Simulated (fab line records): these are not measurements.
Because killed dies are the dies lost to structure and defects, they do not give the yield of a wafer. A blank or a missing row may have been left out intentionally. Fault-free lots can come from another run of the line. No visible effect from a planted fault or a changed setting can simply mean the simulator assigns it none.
Chamber matching -- flow nandHarc -- NHARC_A_M1_DESCUM_14 on rieDiel-04 has 3 sister chambers
The step chemistry O2, time 3 s. 3 wafers are shown with their chamber, then 5 later ones without.

## WAFERS WITH THEIR CHAMBER
wafer,chamber,drypumpMotorCurrentA (A)
L086.1,2,6.2
L088.2,3,6.5
L088.4,0,5.7

## WAFERS WITH NO CHAMBER GIVEN
wafer,drypumpMotorCurrentA (A)
L089.2,6.5
L089.4,6.1
L089.6,6.5
L093.3,5.7
L093.5,5.7

## CHAMBER TAKEN BY EACH
wafer,from the rows above,in truth
L089.2,3,3
L089.4,2,2
L089.6,3,3
L093.3,0,0
L093.5,0,0
Correctly placed: 5 of 5. Number that these rows cannot place: 0. Wrongly placed: 0.
How it was worked out, from the rows above alone: a wafer's distance from a chamber is the root of the sum, over the readings, of the square of ((its reading less the chamber's mean) divided by the reading's scatter). The wafer belongs to the nearest chamber; if the next one is less than 2 further off, it can't be placed. The mean given for a chamber averages the wafers shown for that chamber. The scatter (one wafer shown for each chamber): square how far every hidden wafer sits from the nearest shown wafer, average those squares and take the square root.
